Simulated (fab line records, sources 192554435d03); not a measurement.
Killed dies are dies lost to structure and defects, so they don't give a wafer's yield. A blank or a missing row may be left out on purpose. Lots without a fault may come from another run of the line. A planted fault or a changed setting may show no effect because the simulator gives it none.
Which tool did it? | flow n5_finfet | 24 lots, 72 wafers sampled, at 6 steps of a route of 1938

WHAT THE GAUGES READ, wafer by wafer
N5_BEOL_M10_CD_MEAS_11: target cd 64.1 nm. Usual: cd_nm 64.3 nm, standard deviation 0.51.
lot  | measured     | on        | cd_nm (nm)     | flag
L074 | day 9 12:37  | cd_sem-02 | 64.8 64.3 64.7 |
L076 | day 10 03:59 | cd_sem-01 | 64.2 64.7 65.0 |
L075 | day 10 07:45 | cd_sem-03 | 64.7 64.8 64.3 |
L079 | day 10 11:13 | cd_sem-02 | 64.2 64.1 63.5 |
L077 | day 10 13:56 | cd_sem-02 | 64.4 64.7 64.8 |
L078 | day 10 14:22 | cd_sem-01 | 63.3 64.3 63.7 |
L081 | day 11 07:13 | cd_sem-01 | 65.5 64.7 65.3 |
L080 | day 11 07:38 | cd_sem-02 | 65.1 64.7 65.3 |
L082 | day 11 13:17 | cd_sem-01 | 64.6 64.7 64.5 |
L084 | day 12 05:35 | cd_sem-01 | 63.9 64.4 63.8 |
L083 | day 12 06:16 | cd_sem-03 | 64.4 64.6 64.4 |
L085 | day 12 13:43 | cd_sem-03 | 64.3 64.3 64.1 |
L086 | day 12 20:03 | cd_sem-02 | 63.9 63.7 64.4 |
L088 | day 13 11:26 | cd_sem-02 | 64.4 64.2 64.1 |
L087 | day 13 11:12 | cd_sem-03 | 64.2 64.2 64.1 |
L091 | day 14 01:12 | cd_sem-01 | 64.1 64.1 64.9 |
L090 | day 14 01:27 | cd_sem-02 | 64.1 65.0 65.2 |
L089 | day 14 02:33 | cd_sem-01 | 64.0 64.2 63.6 |
L093 | day 14 05:17 | cd_sem-03 | 64.6 64.8 64.8 |
L092 | day 14 11:18 | cd_sem-01 | 64.3 64.0 64.3 |
L094 | day 14 22:04 | cd_sem-01 | 64.1 64.1 64.4 |
L095 | day 15 10:38 | cd_sem-02 | 63.2 64.1 64.5 |
L096 | day 15 11:04 | cd_sem-02 | 64.2 64.5 64.4 |
L097 | day 15 17:13 | cd_sem-02 | 64.2 64.3 64.6 |

N5_BEOL_M10_OVL_MEAS_29. Usual: V9_OVL 0.1 nm, standard deviation 0.68.
lot  | measured     | on         | V9_OVL (nm)    | flag
L074 | day 9 15:08  | overlay-02 | 0.1 0.8 0.7    |
L076 | day 10 06:29 | overlay-02 | -0.7 -0.8 0.4  |
L075 | day 10 08:50 | overlay-01 | 0.4 0.4 0.0    |
L079 | day 10 15:25 | overlay-02 | 0.0 0.8 -0.2   |
L077 | day 10 15:40 | overlay-02 | 0.2 -0.6 -0.4  |
L078 | day 10 15:50 | overlay-01 | -0.5 0.7 0.0   |
L081 | day 11 08:52 | overlay-02 | 1.0 1.0 0.6    |
L080 | day 11 09:31 | overlay-01 | -0.4 1.1 0.0   |
L082 | day 11 15:04 | overlay-02 | -0.6 -0.1 0.6  |
L084 | day 12 08:17 | overlay-02 | -1.2 -1.6 -0.5 |
L083 | day 12 08:28 | overlay-01 | 0.4 -0.1 0.9   |
L085 | day 12 18:48 | overlay-01 | 0.1 -0.5 0.1   |
L086 | day 12 21:19 | overlay-02 | 0.0 -0.4 0.0   |
L088 | day 13 13:02 | overlay-02 | -0.3 -0.6 -0.7 |
L087 | day 13 13:12 | overlay-01 | -0.2 -0.1 -0.6 |
L091 | day 14 04:23 | overlay-02 | 0.9 1.2 0.7    |
L090 | day 14 04:13 | overlay-01 | 0.9 0.6 0.8    |
L089 | day 14 04:02 | overlay-02 | 0.5 0.6 0.6    |
L093 | day 14 07:05 | overlay-01 | -0.4 0.5 0.8   |
L092 | day 14 12:34 | overlay-01 | -0.4 -0.6 -0.5 |
L094 | day 15 01:40 | overlay-01 | 0.3 -0.1 -0.4  |
L095 | day 15 11:56 | overlay-02 | 0.4 0.1 -0.4   |
L096 | day 15 13:06 | overlay-02 | -0.8 -0.4 0.0  |
L097 | day 15 18:37 | overlay-01 | -0.3 -0.1 0.4  |

N5_BEOL_M10_THK_MEAS_53: measures by xrf. Usual: M10_THK 142 nm, standard deviation 3.7.
lot  | measured     | on            | M10_THK (nm) | flag
L074 | day 9 18:49  | film_metro-01 | 146 141 147  |
L076 | day 10 10:51 | film_metro-01 | 141 142 141  |
L075 | day 10 12:16 | film_metro-01 | 140 140 143  |
L079 | day 10 18:52 | film_metro-02 | 139 140 135  |
L077 | day 10 19:08 | film_metro-02 | 142 143 141  |
L078 | day 10 19:29 | film_metro-01 | 140 136 141  |
L081 | day 11 14:08 | film_metro-02 | 141 137 140  |
L080 | day 11 14:14 | film_metro-01 | 139 140 142  |
L082 | day 11 20:16 | film_metro-02 | 138 142 139  |
L084 | day 12 11:23 | film_metro-02 | 147 142 140  |
L083 | day 12 14:22 | film_metro-02 | 144 139 140  |
L085 | day 12 21:31 | film_metro-01 | 140 139 145  |
L086 | day 13 00:29 | film_metro-01 | 146 143 147  |
L088 | day 13 18:05 | film_metro-01 | 144 151 139  |
L087 | day 13 18:18 | film_metro-02 | 136 142 137  |
L091 | day 14 09:24 | film_metro-01 | 139 143 139  |
L090 | day 14 09:08 | film_metro-01 | 139 139 138  |
L089 | day 14 06:59 | film_metro-01 | 137 140 145  |
L093 | day 14 10:11 | film_metro-02 | 143 139 151  |
L092 | day 14 15:23 | film_metro-01 | 139 139 147  |
L094 | day 15 05:08 | film_metro-02 | 147 141 151  |
L095 | day 15 15:10 | film_metro-02 | 138 149 143  |
L096 | day 15 16:06 | film_metro-02 | 145 139 133  |
L097 | day 15 22:32 | film_metro-01 | 145 139 137  |

WHICH TOOL RAN EACH LOT (tool, then ch and the chambers of the sampled wafers, then the start)
lot  | N5_BEOL_M9_DEGAS_44          | N5_BEOL_M10_STRIP_67               | N5_BEOL_M10_DEGAS_44
L074 | pvd_sputter-01, day 9 09:35  | rie_diel-03 ch 0,1,2, day 9 12:57  | pvd_sputter-01, day 9 17:22
L076 | pvd_sputter-02, day 10 00:43 | rie_diel-06 ch 1,2,3, day 10 04:18 | pvd_sputter-03, day 10 08:06
L075 | pvd_sputter-02, day 10 02:38 | rie_diel-06 ch 1,2,3, day 10 08:10 | pvd_sputter-02, day 10 10:44
L079 | pvd_sputter-03, day 10 07:47 | rie_diel-01 ch 0,1, day 10 11:32   | pvd_sputter-01, day 10 16:33
L077 | pvd_sputter-02, day 10 08:00 | rie_diel-06 ch 2,3, day 10 14:17   | pvd_sputter-02, day 10 17:04
L078 | pvd_sputter-01, day 10 09:38 | rie_diel-03 ch 0,2,3, day 10 14:42 | pvd_sputter-02, day 10 17:45
L081 | pvd_sputter-03, day 11 02:42 | rie_diel-01 ch 0,1, day 11 08:10   | pvd_sputter-03, day 11 12:43
L080 | pvd_sputter-03, day 11 03:31 | rie_diel-06 ch 0,1,2, day 11 08:46 | pvd_sputter-01, day 11 12:48
L082 | pvd_sputter-02, day 11 09:46 | rie_diel-01 ch 0,2, day 11 14:16   | pvd_sputter-02, day 11 18:38
L084 | pvd_sputter-03, day 12 00:58 | rie_diel-01 ch 1,2,3, day 12 05:55 | pvd_sputter-03, day 12 09:41
L083 | pvd_sputter-02, day 12 02:25 | rie_diel-01 ch 0,2,3, day 12 06:36 | pvd_sputter-03, day 12 12:26
L085 | pvd_sputter-01, day 12 06:23 | rie_diel-01 ch 2,3, day 12 14:04   | pvd_sputter-01, day 12 19:53
L086 | pvd_sputter-01, day 12 13:34 | rie_diel-01 ch 0,1, day 12 20:37   | pvd_sputter-01, day 12 22:30
L088 | pvd_sputter-03, day 13 04:06 | rie_diel-06 ch 0,1,2, day 13 12:05 | pvd_sputter-02, day 13 16:37
L087 | pvd_sputter-03, day 13 04:26 | rie_diel-03 ch 0,3, day 13 11:53   | pvd_sputter-02, day 13 16:47
L091 | pvd_sputter-01, day 13 21:23 | rie_diel-01 ch 1,2, day 14 02:05   | pvd_sputter-02, day 14 07:41
L090 | pvd_sputter-01, day 13 21:38 | rie_diel-03 ch 0,3, day 14 02:14   | pvd_sputter-02, day 14 07:36
L089 | pvd_sputter-03, day 13 23:34 | rie_diel-03 ch 0, day 14 02:59     | pvd_sputter-01, day 14 05:07
L093 | pvd_sputter-03, day 14 00:07 | rie_diel-03 ch 0,1,3, day 14 05:52 | pvd_sputter-01, day 14 08:13
L092 | pvd_sputter-01, day 14 08:08 | rie_diel-01 ch 0,2,3, day 14 11:37 | pvd_sputter-01, day 14 13:41
L094 | pvd_sputter-03, day 14 18:42 | rie_diel-03 ch 0,2,3, day 14 22:23 | pvd_sputter-02, day 15 03:14
L095 | pvd_sputter-01, day 15 04:50 | rie_diel-01 ch 0,3, day 15 10:57   | pvd_sputter-01, day 15 13:43
L096 | pvd_sputter-01, day 15 07:03 | rie_diel-06 ch 1,3, day 15 11:23   | pvd_sputter-01, day 15 14:26
L097 | pvd_sputter-03, day 15 11:43 | rie_diel-03 ch 0,3, day 15 17:37   | pvd_sputter-02, day 15 20:44
- N5_BEOL_M9_DEGAS_44: time 60 s.
- N5_BEOL_M10_STRIP_67: strips in CF4.
- N5_BEOL_M10_DEGAS_44: time 60 s.

WHAT THE TOOLS THEMSELVES READ (means of the sampled wafers that have a number; where no wafer has one, the mark that the record gives instead)
N5_BEOL_M9_DEGAS_44. Usual: heater_power_w 352 W, standard deviation 51.
lot  | tool           | heater_power_w (W) | flag
L074 | pvd_sputter-01 | 382                |
L076 | pvd_sputter-02 | 381                |
L075 | pvd_sputter-02 | 351                |
L079 | pvd_sputter-03 | 311                |
L077 | pvd_sputter-02 | 413                |
L078 | pvd_sputter-01 | 368                |
L081 | pvd_sputter-03 | 341                |
L080 | pvd_sputter-03 | 328                |
L082 | pvd_sputter-02 | 356                |
L084 | pvd_sputter-03 | 352                |
L083 | pvd_sputter-02 | 351                |
L085 | pvd_sputter-01 | 340                |
L086 | pvd_sputter-01 | 338                |
L088 | pvd_sputter-03 | 364                |
L087 | pvd_sputter-03 | 316                |
L091 | pvd_sputter-01 | 337                |
L090 | pvd_sputter-01 | 344                |
L089 | pvd_sputter-03 | 327                |
L093 | pvd_sputter-03 | 322                |
L092 | pvd_sputter-01 | 363                |
L094 | pvd_sputter-03 | 348                |
L095 | pvd_sputter-01 | 369                |
L096 | pvd_sputter-01 | 346                |
L097 | pvd_sputter-03 | 360                |

N5_BEOL_M10_STRIP_67. Usual: drypump_motor_current_A 5.6 A, standard deviation 0.52; oes_product_au 0.81 a.u., standard deviation 0.075; power_w 299.9 W, standard deviation 0.89; rf_vpp_V 271.1 V, standard deviation 1.6; showerhead_plenum_p_Torr 1.80 Torr, standard deviation 0.059; throttle_valve_pct 13.57 %, standard deviation 0.24.
lot  | tool        | drypump_motor_current_A (A) | oes_product_au (a.u.) | power_w (W) | rf_vpp_V (V) | showerhead_plenum_p_Torr (Torr) | throttle_valve_pct (%) | flag
L074 | rie_diel-03 | 5.6                         | 0.73                  | 300.1       | 271.1        | 1.77                            | 13.66                  |
L076 | rie_diel-06 | 5.2                         | 0.79                  | 300.2       | 270.2        | 1.76                            | 13.50                  |
L075 | rie_diel-06 | 5.2                         | 0.79                  | 299.4       | 270.3        | 1.76                            | 13.51                  |
L079 | rie_diel-01 | 5.6                         | 0.78                  | 299.4       | 271.1        | 1.77                            | 13.73                  |
L077 | rie_diel-06 | 5.0                         | 0.79                  | 299.8       | 269.9        | 1.73                            | 13.38                  |
L078 | rie_diel-03 | 5.9                         | 0.76                  | 299.0       | 271.3        | 1.80                            | 13.76                  |
L081 | rie_diel-01 | 5.7                         | 0.83                  | 298.7       | 270.2        | 1.76                            | 13.56                  |
L080 | rie_diel-06 | 5.2                         | 0.75                  | 300.0       | 271.6        | 1.79                            | 13.75                  |
L082 | rie_diel-01 | 5.3                         | 0.74                  | 299.6       | 270.5        | 1.84                            | 13.89                  |
L084 | rie_diel-01 | 5.8                         | 0.82                  | 300.6       | 271.5        | 1.84                            | 13.54                  |
L083 | rie_diel-01 | 5.7                         | 0.76                  | 300.2       | 272.8        | 1.84                            | 13.74                  |
L085 | rie_diel-01 | 6.0                         | 0.79                  | 299.0       | 271.5        | 1.88                            | 13.55                  |
L086 | rie_diel-01 | 5.6                         | 0.76                  | 301.1       | 270.8        | 1.77                            | 13.77                  |
L088 | rie_diel-06 | 5.2                         | 0.74                  | 300.2       | 270.9        | 1.79                            | 13.77                  |
L087 | rie_diel-03 | 6.1                         | 0.93                  | 299.8       | 271.4        | 1.84                            | 13.44                  |
L091 | rie_diel-01 | 5.5                         | 0.82                  | 299.5       | 271.9        | 1.79                            | 13.59                  |
L090 | rie_diel-03 | 6.0                         | 0.87                  | 300.2       | 272.1        | 1.82                            | 13.51                  |
L089 | rie_diel-03 | 6.3                         | 0.94                  | 301.1       | 273.0        | 1.84                            | 13.40                  |
L093 | rie_diel-03 | 5.6                         | 0.84                  | 299.4       | 270.8        | 1.79                            | 13.43                  |
L092 | rie_diel-01 | 5.7                         | 0.84                  | 299.9       | 271.9        | 1.84                            | 13.59                  |
L094 | rie_diel-03 | 5.9                         | 0.89                  | 299.8       | 272.2        | 1.86                            | 13.45                  |
L095 | rie_diel-01 | 6.2                         | 0.84                  | 299.9       | 271.8        | 1.85                            | 13.44                  |
L096 | rie_diel-06 | 5.1                         | 0.75                  | 300.6       | 270.3        | 1.75                            | 13.47                  |
L097 | rie_diel-03 | 6.1                         | 0.88                  | 300.1       | 271.1        | 1.83                            | 13.49                  |

N5_BEOL_M10_DEGAS_44. Usual: heater_power_w 352 W, standard deviation 53.
lot  | tool           | heater_power_w (W) | flag
L074 | pvd_sputter-01 | 309                |
L076 | pvd_sputter-03 | 377                |
L075 | pvd_sputter-02 | 409                |
L079 | pvd_sputter-01 | 374                |
L077 | pvd_sputter-02 | 355                |
L078 | pvd_sputter-02 | 385                |
L081 | pvd_sputter-03 | 331                |
L080 | pvd_sputter-01 | 307                |
L082 | pvd_sputter-02 | 355                |
L084 | pvd_sputter-03 | 343                |
L083 | pvd_sputter-03 | 332                |
L085 | pvd_sputter-01 | 338                |
L086 | pvd_sputter-01 | 343                |
L088 | pvd_sputter-02 | 384                |
L087 | pvd_sputter-02 | 382                |
L091 | pvd_sputter-02 | 353                |
L090 | pvd_sputter-02 | 384                |
L089 | pvd_sputter-01 | 312                |
L093 | pvd_sputter-01 | 345                |
L092 | pvd_sputter-01 | 327                |
L094 | pvd_sputter-02 | 384                |
L095 | pvd_sputter-01 | 404                |
L096 | pvd_sputter-01 | 307                |
L097 | pvd_sputter-02 | 382                |

THE ANSWER, worked out from the rows above alone
Rule: a lot is off if the mean of its wafers that have a number lies more than 3 standard deviations from the usual mean. A lot without any number at a reading at which 4 lots or more have one is off too. The other lots that the step has rows for count as sound. The gauges are gone through in route order, then the tools' own readings, and for those a lot's mean is taken as printed above. The first step at which some lot is off is used, and at that step the reading that is off furthest; a lot without a number counts as furthest.
No lot is off at any reading shown: from this, nothing can be told.

WHAT THE SIMULATOR HAD PUT IN
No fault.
